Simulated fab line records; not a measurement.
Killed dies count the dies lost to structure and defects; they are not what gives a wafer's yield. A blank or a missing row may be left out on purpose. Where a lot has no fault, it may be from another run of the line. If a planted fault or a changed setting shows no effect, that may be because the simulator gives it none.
Which tool is to blame? + flow n5 finfet + Sampling: 23 lots, 69 wafers, 6 of 1938 route steps

WHAT EACH GAUGE READ, for each wafer
N5_BEOL_M9_INSPECT_58: inspects for defects (darkfield). Usual: raw defect count at 72, with a standard deviation of 25.
| lot  | measured     | on                | raw defect count | flag |
|------|--------------|-------------------|------------------|------|
| L074 | day 9 12:10  | defect inspect-02 | 58 48 53         |      |
| L075 | day 10 07:46 | defect inspect-02 | 78 86 47         |      |
| L077 | day 11 00:53 | defect inspect-02 | 113 57 64        |      |
| L076 | day 11 00:42 | defect inspect-02 | 49 63 60         |      |
| L078 | day 11 00:37 | defect inspect-01 | 52 47 75         |      |
| L079 | day 11 07:35 | defect inspect-01 | 119 62 78        |      |
| L080 | day 11 11:29 | defect inspect-02 | 66 70 67         |      |
| L081 | day 11 19:17 | defect inspect-01 | 110 66 64        |      |
| L082 | day 11 21:44 | defect inspect-01 | 107 69 41        |      |
| L083 | day 12 10:54 | defect inspect-02 | 70 36 59         |      |
| L084 | day 12 19:41 | defect inspect-01 | 98 71 58         |      |
| L087 | day 13 06:31 | defect inspect-01 | 97 58 66         |      |
| L086 | day 13 09:36 | defect inspect-02 | 89 95 47         |      |
| L088 | day 14 07:50 | defect inspect-02 | 97 80 125        |      |
| L090 | day 14 07:34 | defect inspect-01 | 47 77 43         |      |
| L089 | day 14 07:18 | defect inspect-01 | 72 79 71         |      |
| L091 | day 14 07:41 | defect inspect-02 | 74 66 104        |      |
| L093 | day 14 12:30 | defect inspect-02 | 60 70 45         |      |
| L094 | day 14 18:09 | defect inspect-02 | 94 139 96        |      |
| L092 | day 14 17:53 | defect inspect-02 | 91 97 83         |      |
| L095 | day 16 00:02 | defect inspect-02 | 57 49 59         |      |
| L096 | day 16 02:17 | defect inspect-01 | 129 146 92       |      |
| L097 | day 16 12:46 | defect inspect-01 | 100 68 151       |      |

TOOL THAT RAN EACH LOT (tool first, then ch and the chambers of the sampled wafers, then the start)
| lot  | N5_BEOL_M9_ETCH_62                 | N5_BEOL_M9_ETCH_76                 | N5_BEOL_M9_STRIP_80                           | N5_BEOL_M9_SPUTTER_48        | N5_BEOL_M9_ANNEAL_51             |
|------|------------------------------------|------------------------------------|-----------------------------------------------|------------------------------|----------------------------------|
| L074 | rie diel-04 ch 2,3, day 9 03:50    | rie diel-04 ch 1,3, day 9 08:10    | rie diel-04 ch 1,3, day 9 10:26 or earlier    | pvd sputter-02, day 9 10:26  | rtp anneal-02 ch 0, day 9 11:25  |
| L075 | rie diel-03 ch 0,3, day 10 03:23   | rie diel-04 ch 0,1,2, day 10 04:31 | rie diel-04 ch 0,1,2, day 10 06:30 or earlier | pvd sputter-01, day 10 06:30 | rtp anneal-01 ch 0, day 10 07:01 |
| L077 | rie diel-04 ch 0,3, day 10 18:55   | rie diel-06 ch 0,1, day 10 21:34   | rie diel-06 ch 0,1, day 10 23:20 or earlier   | pvd sputter-02, day 10 23:20 | rtp anneal-02 ch 0, day 11 00:10 |
| L076 | rie diel-04 ch 2,3, day 10 19:10   | rie diel-03 ch 0,1,2, day 10 21:10 | rie diel-03 ch 1,3, day 10 23:10 or earlier   | pvd sputter-01, day 10 23:10 | rtp anneal-01 ch 0, day 10 23:57 |
| L078 | rie diel-06 ch 0,1, day 10 19:47   | rie diel-04 ch 2,3, day 10 21:13   | rie diel-04 ch 2,3, day 10 23:05 or earlier   | pvd sputter-01, day 10 23:05 | rtp anneal-02 ch 0, day 10 23:54 |
| L079 | rie diel-04 ch 1,2, day 11 02:08   | rie diel-03 ch 0,2,3, day 11 03:01 | rie diel-03 ch 0,2,3, day 11 06:35 or earlier | pvd sputter-03, day 11 06:35 | rtp anneal-01 ch 0, day 11 06:58 |
| L080 | rie diel-03 ch 0,1,3, day 11 04:02 | rie diel-03 ch 0,1,3, day 11 06:40 | rie diel-03 ch 0,1,3, day 11 10:14 or earlier | pvd sputter-01, day 11 10:14 | rtp anneal-02 ch 0, day 11 10:50 |
| L081 | rie diel-04 ch 0,1, day 11 14:40   | rie diel-03 ch 0,2,3, day 11 15:50 | rie diel-03 ch 0,2,3, day 11 18:07 or earlier | pvd sputter-02, day 11 18:07 | rtp anneal-02 ch 0, day 11 18:37 |
| L082 | rie diel-03 ch 0,2,3, day 11 16:19 | rie diel-03 ch 0,2,3, day 11 17:19 | rie diel-03 ch 0,2,3, day 11 20:32 or earlier | pvd sputter-03, day 11 20:32 | rtp anneal-01 ch 0, day 11 20:59 |
| L083 | rie diel-03 ch 0,1,3, day 12 00:40 | rie diel-06 ch 0,2, day 12 02:29   | rie diel-06 ch 0,2, day 12 06:23 or earlier   | pvd sputter-02, day 12 06:23 | rtp anneal-02 ch 0, day 12 10:03 |
| L084 | rie diel-03 ch 0,3, day 12 14:24   | rie diel-06 ch 0,2, day 12 16:01   | rie diel-06 ch 0,2, day 12 18:29 or earlier   | pvd sputter-02, day 12 18:29 | rtp anneal-01 ch 0, day 12 18:58 |
| L087 | rie diel-06 ch 0,2,3, day 13 02:50 | rie diel-03 ch 1,2,3, day 13 03:56 | rie diel-03 ch 1,2,3, day 13 05:32 or earlier | pvd sputter-02, day 13 05:32 | rtp anneal-01 ch 0, day 13 05:48 |
| L086 | rie diel-03 ch 0,2,3, day 13 05:12 | rie diel-06 ch 0,2,3, day 13 06:20 | rie diel-06 ch 0,2,3, day 13 08:26 or earlier | pvd sputter-03, day 13 08:26 | rtp anneal-01 ch 0, day 13 08:50 |
| L088 | rie diel-04 ch 0,1, day 14 02:08   | rie diel-04 ch 0,2,3, day 14 04:35 | rie diel-04 ch 0,2,3, day 14 06:47 or earlier | pvd sputter-03, day 14 06:47 | rtp anneal-01 ch 0, day 14 07:08 |
| L090 | rie diel-06 ch 1,2,3, day 14 02:20 | rie diel-06 ch 0,2, day 14 04:38   | rie diel-06 ch 0,2, day 14 06:30 or earlier   | pvd sputter-03, day 14 06:30 | rtp anneal-01 ch 0, day 14 06:49 |
| L089 | rie diel-03 ch 0,2, day 14 02:29   | rie diel-03 ch 1,2, day 14 04:25   | rie diel-03 ch 1,2, day 14 06:19 or earlier   | pvd sputter-02, day 14 06:19 | rtp anneal-01 ch 0, day 14 06:33 |
| L091 | rie diel-06 ch 1,2,3, day 14 02:40 | rie diel-03 ch 0,1,2, day 14 04:51 | rie diel-03 ch 0,1,2, day 14 06:42 or earlier | pvd sputter-03, day 14 06:42 | rtp anneal-02 ch 0, day 14 06:56 |
| L093 | rie diel-06 ch 0,2,3, day 14 05:47 | rie diel-03 ch 0,2,3, day 14 06:40 | rie diel-03 ch 0,2,3, day 14 11:29 or earlier | pvd sputter-02, day 14 11:29 | rtp anneal-02 ch 0, day 14 11:43 |
| L094 | rie diel-04 ch 0,2,3, day 14 12:29 | rie diel-04 ch 0,1,3, day 14 15:12 | rie diel-04 ch 0,1,3, day 14 17:02 or earlier | pvd sputter-02, day 14 17:02 | rtp anneal-02 ch 0, day 14 17:32 |
| L092 | rie diel-03 ch 0,1,3, day 14 12:35 | rie diel-03 ch 1,2,3, day 14 15:10 | rie diel-03 ch 1,2,3, day 14 16:49 or earlier | pvd sputter-02, day 14 16:49 | rtp anneal-01 ch 0, day 14 17:13 |
| L095 | rie diel-03 ch 1,2, day 15 14:14   | rie diel-03 ch 2,3, day 15 19:56   | rie diel-03 ch 2,3, day 15 21:53 or earlier   | pvd sputter-02, day 15 21:53 | rtp anneal-02 ch 0, day 15 23:17 |
| L096 | rie diel-03 ch 0,2,3, day 15 20:24 | rie diel-04 ch 0,1,2, day 15 21:54 | rie diel-04 ch 0,1,2, day 15 23:38 or earlier | pvd sputter-01, day 15 23:38 | rtp anneal-02 ch 0, day 16 01:32 |
| L097 | rie diel-03 ch 0,1,3, day 16 04:30 | rie diel-03 ch 1,2, day 16 08:43   | rie diel-03 ch 1,2, day 16 11:44 or earlier   | pvd sputter-01, day 16 11:44 | rtp anneal-01 ch 0, day 16 12:05 |
- N5_BEOL_M9_ETCH_62: etches SOC in N2/H2, target depth 110 nm, overetch 22 nm, time 165 s.
- N5_BEOL_M9_ETCH_76: etches underlayer in N2/H2, target depth 6.5 nm, time 5.2 s.
- N5_BEOL_M9_STRIP_80: strips in N2/H2, time 10 s.
- N5_BEOL_M9_SPUTTER_48: material Cu, target thk 12 nm, time 2 s.
- N5_BEOL_M9_ANNEAL_51: time 90 s.

AS READ BY THE TOOLS THEMSELVES (means over the sampled wafers that have a number; for cases with no such wafer, the mark the record gives instead)
N5_BEOL_M9_ETCH_62. Usual: drypump motor current A 5.7 A, standard deviation 0.45; oes product au 0.68 a.u., standard deviation 0.068; rf vpp V 524.1 V, standard deviation 2.6; showerhead plenum p Torr 2.55 Torr, standard deviation 0.089; temp c 40.01 C, standard deviation 0.11; throttle valve pct 17.80 %, standard deviation 0.17.
| lot  | tool        | drypump motor current A (A) | oes product au (a.u.) | rf vpp V (V) | showerhead plenum p Torr (Torr) | temp c (C) | throttle valve pct (%) | flag |
|------|-------------|-----------------------------|-----------------------|--------------|---------------------------------|------------|------------------------|------|
| L074 | rie diel-04 | 6.2                         | 0.64                  | 524.7        | 2.53                            | 40.02      | 17.83                  |      |
| L075 | rie diel-03 | 5.4                         | 0.72                  | 525.7        | 2.61                            | 40.08      | 17.69                  |      |
| L077 | rie diel-04 | 5.9                         | 0.71                  | 524.3        | 2.56                            | 39.95      | 17.74                  |      |
| L076 | rie diel-04 | 6.2                         | 0.63                  | 524.5        | 2.53                            | 40.05      | 17.85                  |      |
| L078 | rie diel-06 | 5.6                         | 0.63                  | 525.9        | 2.61                            | 40.03      | 18.12                  |      |
| L079 | rie diel-04 | 5.7                         | 0.61                  | 522.7        | 2.51                            | 39.98      | 17.99                  |      |
| L080 | rie diel-03 | 5.7                         | 0.67                  | 523.7        | 2.56                            | 40.02      | 17.75                  |      |
| L081 | rie diel-04 | 5.0                         | 0.68                  | 523.5        | 2.56                            | 39.98      | 17.89                  |      |
| L082 | rie diel-03 | 5.7                         | 0.69                  | 523.5        | 2.53                            | 39.98      | 17.73                  |      |
| L083 | rie diel-03 | 5.7                         | 0.67                  | 524.2        | 2.56                            | 39.99      | 17.75                  |      |
| L084 | rie diel-03 | 5.9                         | 0.65                  | 522.8        | 2.50                            | 39.91      | 17.85                  |      |
| L087 | rie diel-06 | 5.7                         | 0.67                  | 523.2        | 2.52                            | 40.01      | 17.98                  |      |
| L086 | rie diel-03 | 5.7                         | 0.68                  | 523.2        | 2.52                            | 40.01      | 17.74                  |      |
| L088 | rie diel-04 | 5.1                         | 0.66                  | 523.8        | 2.56                            | 40.10      | 17.93                  |      |
| L090 | rie diel-06 | 5.7                         | 0.71                  | 523.1        | 2.53                            | 39.84      | 17.92                  |      |
| L089 | rie diel-03 | 6.1                         | 0.78                  | 526.9        | 2.63                            | 40.01      | 17.58                  |      |
| L091 | rie diel-06 | 5.7                         | 0.71                  | 523.5        | 2.53                            | 39.94      | 17.94                  |      |
| L093 | rie diel-06 | 5.7                         | 0.66                  | 523.3        | 2.51                            | 39.92      | 18.00                  |      |
| L094 | rie diel-04 | 5.8                         | 0.74                  | 523.7        | 2.54                            | 40.11      | 17.71                  |      |
| L092 | rie diel-03 | 5.7                         | 0.73                  | 526.4        | 2.65                            | 40.03      | 17.65                  |      |
| L095 | rie diel-03 | 5.8                         | 0.66                  | 523.0        | 2.53                            | 40.16      | 17.71                  |      |
| L096 | rie diel-03 | 5.7                         | 0.73                  | 526.0        | 2.62                            | 40.02      | 17.63                  |      |
| L097 | rie diel-03 | 5.7                         | 0.71                  | 526.2        | 2.65                            | 39.98      | 17.65                  |      |

N5_BEOL_M9_ETCH_76. Usual: drypump motor current A 5.7 A, standard deviation 0.45; etch rf on time s 5.21 s, standard deviation 0.093; oes product au 0.69 a.u., standard deviation 0.069; rf vpp V 524.3 V, standard deviation 2.9; showerhead plenum p Torr 2.55 Torr, standard deviation 0.091; throttle valve pct 17.83 %, standard deviation 0.18.
| lot  | tool        | drypump motor current A (A) | etch rf on time s (s) | oes product au (a.u.) | rf vpp V (V) | showerhead plenum p Torr (Torr) | throttle valve pct (%) | flag |
|------|-------------|-----------------------------|-----------------------|-----------------------|--------------|---------------------------------|------------------------|------|
| L074 | rie diel-04 | 5.5                         | 5.24                  | 0.65                  | 524.3        | 2.55                            | 17.95                  |      |
| L075 | rie diel-04 | 5.4                         | 5.11                  | 0.71                  | 524.0        | 2.55                            | 17.91                  |      |
| L077 | rie diel-06 | 5.6                         | 5.12                  | 0.68                  | 525.8        | 2.59                            | 18.07                  |      |
| L076 | rie diel-03 | 5.9                         | 5.26                  | 0.68                  | 522.9        | 2.48                            | 17.77                  |      |
| L078 | rie diel-04 | 6.2                         | 5.19                  | 0.64                  | 522.7        | 2.53                            | 17.89                  |      |
| L079 | rie diel-03 | 5.6                         | 5.24                  | 0.70                  | 523.5        | 2.53                            | 17.75                  |      |
| L080 | rie diel-03 | 5.7                         | 5.24                  | 0.68                  | 524.7        | 2.56                            | 17.78                  |      |
| L081 | rie diel-03 | 5.7                         | 5.29                  | 0.69                  | 523.5        | 2.53                            | 17.76                  |      |
| L082 | rie diel-03 | 5.7                         | 5.30                  | 0.69                  | 522.1        | 2.53                            | 17.76                  |      |
| L083 | rie diel-06 | 5.6                         | 5.15                  | 0.71                  | 524.5        | 2.57                            | 17.95                  |      |
| L084 | rie diel-06 | 5.6                         | 5.12                  | 0.73                  | 525.9        | 2.58                            | 17.92                  |      |
| L087 | rie diel-03 | 5.5                         | 5.27                  | 0.70                  | 524.6        | 2.58                            | 17.67                  |      |
| L086 | rie diel-06 | 5.7                         | 5.13                  | 0.68                  | 521.7        | 2.52                            | 18.02                  |      |
| L088 | rie diel-04 | 5.8                         | 5.07                  | 0.76                  | 524.8        | 2.54                            | 17.74                  |      |
| L090 | rie diel-06 | 5.6                         | 5.15                  | 0.71                  | 524.6        | 2.57                            | 17.94                  |      |
| L089 | rie diel-03 | 5.7                         | 5.29                  | 0.68                  | 524.2        | 2.50                            | 17.69                  |      |
| L091 | rie diel-03 | 5.9                         | 5.28                  | 0.72                  | 525.5        | 2.58                            | 17.67                  |      |
| L093 | rie diel-03 | 5.7                         | 5.24                  | 0.75                  | 526.3        | 2.62                            | 17.65                  |      |
| L094 | rie diel-04 | 5.5                         | 5.13                  | 0.68                  | 524.5        | 2.55                            | 17.91                  |      |
| L092 | rie diel-03 | 5.5                         | 5.30                  | 0.69                  | 525.6        | 2.57                            | 17.69                  |      |
| L095 | rie diel-03 | 5.2                         | 5.27                  | 0.70                  | 525.4        | 2.62                            | 17.69                  |      |
| L096 | rie diel-04 | 5.4                         | 5.17                  | 0.72                  | 524.3        | 2.54                            | 17.81                  |      |
| L097 | rie diel-03 | 5.7                         | 5.27                  | 0.67                  | 522.7        | 2.50                            | 17.73                  |      |

N5_BEOL_M9_STRIP_80. Usual: drypump motor current A 5.7 A, standard deviation 0.45; oes product au 0.81 a.u., standard deviation 0.08; rf vpp V 59.1 V, standard deviation 0.84; showerhead plenum p Torr 2.55 Torr, standard deviation 0.091; temp c 39.99 C, standard deviation 0.11; throttle valve pct 23.65 %, standard deviation 0.19.
| lot  | tool        | drypump motor current A (A) | oes product au (a.u.) | rf vpp V (V) | showerhead plenum p Torr (Torr) | temp c (C) | throttle valve pct (%) | flag |
|------|-------------|-----------------------------|-----------------------|--------------|---------------------------------|------------|------------------------|------|
| L074 | rie diel-04 | 5.5                         | 0.76                  | 59.1         | 2.54                            | 39.98      | 23.72                  |      |
| L075 | rie diel-04 | 5.4                         | 0.82                  | 59.2         | 2.55                            | 40.01      | 23.70                  |      |
| L077 | rie diel-06 | 5.6                         | 0.78                  | 59.3         | 2.59                            | 40.10      | 24.02                  |      |
| L076 | rie diel-03 | 5.5                         | 0.83                  | 59.9         | 2.61                            | 40.03      | 23.56                  |      |
| L078 | rie diel-04 | 6.2                         | 0.74                  | 58.1         | 2.52                            | 40.05      | 23.70                  |      |
| L079 | rie diel-03 | 5.7                         | 0.82                  | 59.1         | 2.53                            | 40.06      | 23.49                  |      |
| L080 | rie diel-03 | 5.7                         | 0.79                  | 60.0         | 2.56                            | 40.04      | 23.57                  |      |
| L081 | rie diel-03 | 5.7                         | 0.81                  | 59.0         | 2.52                            | 39.94      | 23.50                  |      |
| L082 | rie diel-03 | 5.7                         | 0.81                  | 59.6         | 2.52                            | 40.09      | 23.50                  |      |
| L083 | rie diel-06 | 5.6                         | 0.83                  | 58.8         | 2.57                            | 39.90      | 23.92                  |      |
| L084 | rie diel-06 | 5.6                         | 0.84                  | 59.0         | 2.57                            | 39.99      | 23.83                  |      |
| L087 | rie diel-03 | 5.5                         | 0.82                  | 59.1         | 2.57                            | 40.01      | 23.53                  |      |
| L086 | rie diel-06 | 5.7                         | 0.79                  | 60.0         | 2.51                            | 39.98      | 23.89                  |      |
| L088 | rie diel-04 | 5.8                         | 0.88                  | 58.5         | 2.53                            | 39.89      | 23.61                  |      |
| L090 | rie diel-06 | 5.7                         | 0.84                  | 59.1         | 2.57                            | 40.07      | 23.83                  |      |
| L089 | rie diel-03 | 5.7                         | 0.80                  | 58.9         | 2.50                            | 39.96      | 23.55                  |      |
| L091 | rie diel-03 | 5.9                         | 0.85                  | 59.6         | 2.58                            | 39.99      | 23.51                  |      |
| L093 | rie diel-03 | 5.7                         | 0.88                  | 58.8         | 2.62                            | 39.99      | 23.43                  |      |
| L094 | rie diel-04 | 5.5                         | 0.80                  | 59.7         | 2.55                            | 39.85      | 23.72                  |      |
| L092 | rie diel-03 | 5.5                         | 0.81                  | 58.5         | 2.57                            | 40.00      | 23.54                  |      |
| L095 | rie diel-03 | 5.2                         | 0.83                  | 59.4         | 2.61                            | 40.04      | 23.47                  |      |
| L096 | rie diel-04 | 5.4                         | 0.85                  | 58.8         | 2.54                            | 39.99      | 23.66                  |      |
| L097 | rie diel-03 | 5.7                         | 0.79                  | 58.7         | 2.49                            | 40.05      | 23.57                  |      |

N5_BEOL_M9_SPUTTER_48. Usual: substrate temp c -20.00 C, standard deviation 0.11; throttle valve pct 30.4 %, standard deviation 0.86.
| lot  | tool           | substrate temp c (C) | throttle valve pct (%) | flag |
|------|----------------|----------------------|------------------------|------|
| L074 | pvd sputter-02 | -20.01               | 30.5                   |      |
| L075 | pvd sputter-01 | -20.01               | 29.6                   |      |
| L077 | pvd sputter-02 | -19.86               | 30.6                   |      |
| L076 | pvd sputter-01 | -19.96               | 29.8                   |      |
| L078 | pvd sputter-01 | -19.93               | 30.0                   |      |
| L079 | pvd sputter-03 | -20.06               | 31.0                   |      |
| L080 | pvd sputter-01 | -19.91               | 29.9                   |      |
| L081 | pvd sputter-02 | -20.00               | 30.6                   |      |
| L082 | pvd sputter-03 | -20.04               | 31.0                   |      |
| L083 | pvd sputter-02 | -19.98               | 30.8                   |      |
| L084 | pvd sputter-02 | -19.88               | 29.7                   |      |
| L087 | pvd sputter-02 | -20.08               | 30.4                   |      |
| L086 | pvd sputter-03 | -19.95               | 29.9                   |      |
| L088 | pvd sputter-03 | -20.15               | 31.0                   |      |
| L090 | pvd sputter-03 | -20.03               | 30.4                   |      |
| L089 | pvd sputter-02 | -19.97               | 30.9                   |      |
| L091 | pvd sputter-03 | -19.96               | 30.2                   |      |
| L093 | pvd sputter-02 | -20.05               | 31.0                   |      |
| L094 | pvd sputter-02 | -19.92               | 30.5                   |      |
| L092 | pvd sputter-02 | -19.99               | 30.0                   |      |
| L095 | pvd sputter-02 | -20.00               | 30.1                   |      |
| L096 | pvd sputter-01 | -19.97               | 30.2                   |      |
| L097 | pvd sputter-01 | -20.03               | 29.8                   |      |

N5_BEOL_M9_ANNEAL_51. Usual: wafer_temp_C_max at 225.83, with a standard deviation of 0.23.
| lot  | tool          | wafer_temp_C_max | flag |
|------|---------------|------------------|------|
| L074 | rtp anneal-02 | 225.65           |      |
| L075 | rtp anneal-01 | 225.97           |      |
| L077 | rtp anneal-02 | 225.85           |      |
| L076 | rtp anneal-01 | 225.78           |      |
| L078 | rtp anneal-02 | 225.87           |      |
| L079 | rtp anneal-01 | 225.96           |      |
| L080 | rtp anneal-02 | 225.65           |      |
| L081 | rtp anneal-02 | 225.59           |      |
| L082 | rtp anneal-01 | 225.94           |      |
| L083 | rtp anneal-02 | 225.66           |      |
| L084 | rtp anneal-01 | 226.12           |      |
| L087 | rtp anneal-01 | 225.88           |      |
| L086 | rtp anneal-01 | 225.85           |      |
| L088 | rtp anneal-01 | 225.76           |      |
| L090 | rtp anneal-01 | 226.00           |      |
| L089 | rtp anneal-01 | 225.80           |      |
| L091 | rtp anneal-02 | 225.87           |      |
| L093 | rtp anneal-02 | 225.88           |      |
| L094 | rtp anneal-02 | 225.77           |      |
| L092 | rtp anneal-01 | 225.69           |      |
| L095 | rtp anneal-02 | 225.70           |      |
| L096 | rtp anneal-02 | 225.70           |      |
| L097 | rtp anneal-01 | 225.87           |      |

THE ANSWER, worked out from the rows above alone
Rule: a lot counts as off when the mean over its wafers that have a number is more than 3 standard deviations away from the usual mean. Also off: a lot with no number at a reading for which 4 or more lots have one. All remaining lots with rows at the step are treated as sound. After the gauges, taken in route order, come the tools' own readings; for these a lot's mean is taken, as printed above. At the first step where some lot is off, the reading lying furthest off is the one used; lots without a number count as furthest.
Nothing can be told from this: no lot is off at any reading shown.

WHAT THE SIMULATOR PUT IN
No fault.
